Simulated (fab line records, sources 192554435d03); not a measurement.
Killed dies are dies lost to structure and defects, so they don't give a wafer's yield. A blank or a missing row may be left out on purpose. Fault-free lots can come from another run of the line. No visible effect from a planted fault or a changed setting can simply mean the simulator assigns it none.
Matching of chambers ; flow n5-finfet ; N5_MOL_CONTACT_COAG_DESCUM_13 on rie-diel-05: 3 sister chambers
The step chemistry O2, time 7 s. 18 wafers are shown with their chamber, then 7 later ones without.

## WAFERS PAIRED WITH THEIR CHAMBERS
wafer;chamber;showerhead-plenum-p-Torr (Torr);rf-vpp-V (V);oes-product-au (a.u.)
L075.3;3;1.96;241.8;0.70
L075.4;1;1.98;242.1;0.76
L075.6;3;1.95;240.6;0.70
L077.3;1;1.98;241.8;0.77
L077.4;3;1.95;240.7;0.71
L077.6;3;1.95;241.1;0.71
L078.2;3;1.95;241.6;0.70
L078.4;1;1.98;243.1;0.76
L078.5;3;1.95;240.5;0.69
L086.1;2;2.18;244.8;0.70
L086.2;3;2.21;245.0;0.91
L086.4;1;1.97;242.4;0.74
L089.3;2;2.18;243.3;0.71
L089.4;3;2.21;244.1;0.91
L089.5;1;1.97;240.9;0.74
L092.2;1;1.97;242.4;0.74
L092.5;2;2.18;244.0;0.71
L092.6;1;1.97;241.5;0.74

SIGNATURES, as means of the wafers listed above
reading;chamber 1;chamber 2;chamber 3;scatter within a chamber
showerhead-plenum-p-Torr;1.9743;2.1800;2.0162;0.0818
rf-vpp-V;242.029;244.033;241.925;1.28
oes-product-au;0.7500;0.7067;0.7537;0.0666
Rule: a wafer's distance from a chamber is the root of the sum, over the readings, of the square of ((its reading less the chamber's mean) divided by the reading's scatter). If the next closest chamber is less than 2 further off than the closest, the wafer can't be placed; otherwise it belongs to the closest. The scatter: the root of (the sum of the squares of (reading less its chamber's mean) over the shown wafers, divided by (wafers less chambers)).

## WAFERS WITHOUT THEIR CHAMBER
wafer;showerhead-plenum-p-Torr (Torr);rf-vpp-V (V);oes-product-au (a.u.)
L093.1;2.20;245.1;0.90
L093.2;1.97;242.4;0.73
L093.3;2.18;245.2;0.71
L094.4;1.97;240.5;0.74
L094.5;2.17;245.8;0.70
L094.6;1.97;240.5;0.74
L095.5;2.17;244.4;0.70

## EACH ONE'S CHAMBER
wafer;from the rows above;in truth
L093.1;can't be placed: 2 or 3 or 1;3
L093.2;can't be placed: 1 or 3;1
L093.3;2;2
L094.4;can't be placed: 1 or 3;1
L094.5;2;2
L094.6;can't be placed: 1 or 3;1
L095.5;2;2
Correctly placed: 3 of 7. Cannot be placed on the basis of these rows: 4; the candidates contain the true chamber in 4. Wrongly placed: 0.
